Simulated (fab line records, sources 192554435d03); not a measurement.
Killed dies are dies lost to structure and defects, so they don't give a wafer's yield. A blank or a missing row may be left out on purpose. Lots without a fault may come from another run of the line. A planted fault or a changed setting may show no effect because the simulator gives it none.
Chamber matching | flow n5_finfet | N5_BEOL_M3_ALD_98 on ald_sin-01: 4 sister chambers
The step deposits SiO2, target thk 2.5 nm, pulse time 1 s, co reactant pulse time 1 s. 4 wafers are shown with their chamber, then 11 later ones without.

WAFERS WITH THEIR CHAMBER
wafer  | chamber | heater_power_w (W)
L090.3 | 1       | 71
L090.4 | 3       | 75
L090.6 | 0       | 66
L089.3 | 2       | 75

WAFERS WITHOUT THEIR CHAMBER
wafer  | heater_power_w (W)
L089.5 | 77
L089.6 | 71
L091.2 | 75
L091.3 | 65
L091.6 | 76
L095.2 | 75
L095.3 | 72
L095.4 | 65
L096.3 | 73
L096.5 | 70
L096.6 | 63

WHICH CHAMBER EACH WENT THROUGH
wafer  | from the rows above          | in truth
L089.5 | can't be placed: 2 or 3      | 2
L089.6 | 1                            | 1
L091.2 | can't be placed: 2 or 3      | 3
L091.3 | 0                            | 0
L091.6 | can't be placed: 2 or 3      | 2
L095.2 | can't be placed: 2 or 3      | 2
L095.3 | can't be placed: 1 or 2 or 3 | 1
L095.4 | 0                            | 0
L096.3 | can't be placed: 1 or 2 or 3 | 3
L096.5 | 1                            | 1
L096.6 | 0                            | 0
Placed correctly: 5 of 11. Can't be placed from these rows: 6 (the true chamber is among the candidates in 6). Placed wrongly: 0.
How it was worked out, from the rows above alone: a wafer's distance from a chamber is the root of the sum, over the readings, of the square of ((its reading less the chamber's mean) divided by the reading's scatter). The wafer belongs to the nearest chamber; if the next one is less than 2 further off, it can't be placed. A chamber's mean is the mean of its shown wafers. The scatter: with one shown wafer a chamber, the root of the mean of the squares of how far each hidden wafer lies from its nearest shown one.
